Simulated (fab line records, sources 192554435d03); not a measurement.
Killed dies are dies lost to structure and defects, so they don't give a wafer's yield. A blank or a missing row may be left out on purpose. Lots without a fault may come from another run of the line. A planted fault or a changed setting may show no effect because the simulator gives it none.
A struck lot beside a sound one | flow n5_finfet | 15 steps out of a route of 1938
Sound: wafers L327.3, L327.4, L327.6. Struck: wafers L342.1, L342.2, L342.6. The cause comes at the end.
At each step with rows: each side's tool, then ch and its chambers, then its first start. Under that, the readings that differ: sound wafers | struck wafers | difference of the means | sigmas: that difference in standard deviations of wafers without a fault.
alike: readings whose means differ by less than 2 such deviations, and words and numbers that are the same on both sides. not compared: withheld readings, readings that some wafer has no value for, bounds like >300 that may hide the same value, and numbers for which the record gives no deviation and whose values overlap.
The two part at a step that has a row with sigmas, a row that says differs or no value, or rows on one side only. Numbers that don't overlap but have no deviation are shown without sigmas and don't part them. A reading that every wafer of one side lacks parts them only if that side has two wafers or more.

first, 1 step without rows for these wafers: N5_BEOL_M5_SRD_43 (time 30 s).
N5_BEOL_M5_CD_MEAS_35: target cd 28 nm, target cd y 24 nm.
  sound on cd_sem-01, day 8 07:26; struck on cd_sem-01, day 12 19:29
  alike: cd_nm
then, 1 step without rows for these wafers: N5_BEOL_M5_CURE_80 (cures SiCOH lowk, time 120 s).
N5_BEOL_M5_DEGAS_44: time 60 s.
  sound on pvd_sputter-01, day 8 07:54; struck on pvd_sputter-03, day 12 20:01
  alike: heater_power_w
then, 5 steps without rows for these wafers: N5_BEOL_M5_PRE_CLEAN_45 (time 30 s); N5_BEOL_M5_ALD_86 (deposits TaN, pulse time 2 s, purge time 3 s, co reactant purge time 2 s); N5_BEOL_M5_SURFACE_TREAT_87; N5_BEOL_M5_CVD_47 (deposits Co from CCTBA/H2, target thk 3 nm, time 216 s); N5_BEOL_M5_SPUTTER_48 (material Cu, target thk 15 nm, time 27.62 s).
N5_BEOL_M5_ANNEAL_49: time 1800 s.
  sound on pvd_sputter-02, day 8 08:44; struck on pvd_sputter-01, day 12 21:02
  alike: heater_power_w
N5_BEOL_M5_SPUTTER_81: material Cu, target thk 15 nm, time 27.62 s.
  sound on pvd_sputter-02, day 8 09:44; struck on pvd_sputter-01, day 12 22:02
  alike: chamber_pressure_pa, chuck_gas_flow_sccm, throttle_valve_pct
N5_BEOL_M5_ANNEAL_82: time 1800 s.
  sound on pvd_sputter-02, day 8 09:49; struck on pvd_sputter-01, day 12 22:07
  alike: heater_power_w
N5_BEOL_M5_SPUTTER_83: material Cu, target thk 15 nm, time 27.62 s.
  sound on pvd_sputter-02, day 8 10:50; struck on pvd_sputter-01, day 12 23:07
  no value came back on the struck wafers for chamber_pressure_pa (Pa), chuck_gas_flow_sccm (sccm), throttle_valve_pct (%); on the sound wafers chamber_pressure_pa (Pa) reads 0.06997 0.07034 0.07007
N5_BEOL_M5_ANNEAL_84: time 1800 s.
  sound on pvd_sputter-02, day 8 10:55; struck on pvd_sputter-01, day 12 23:12
  alike: heater_power_w
-- the record jumps here: 4 days lie between the struck wafers' starts before and after (it left off in module BEOL_M5 and takes up again in module PASSIVATION, whose first step shown is number 1936 of the route) --
N5_PASSIVATION_PROBE_49:
  the record has rows for the struck wafers here (prober-01, day 16 18:11) and none for the sound ones

WHERE THEY PART
First at N5_BEOL_M5_SPUTTER_83; last, within this record, at N5_PASSIVATION_PROBE_49.

WHY: what the simulator had put in
Skipped step whole: pvd_sputter-01, from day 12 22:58 on, at N5_BEOL_M5_SPUTTER_83. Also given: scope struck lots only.
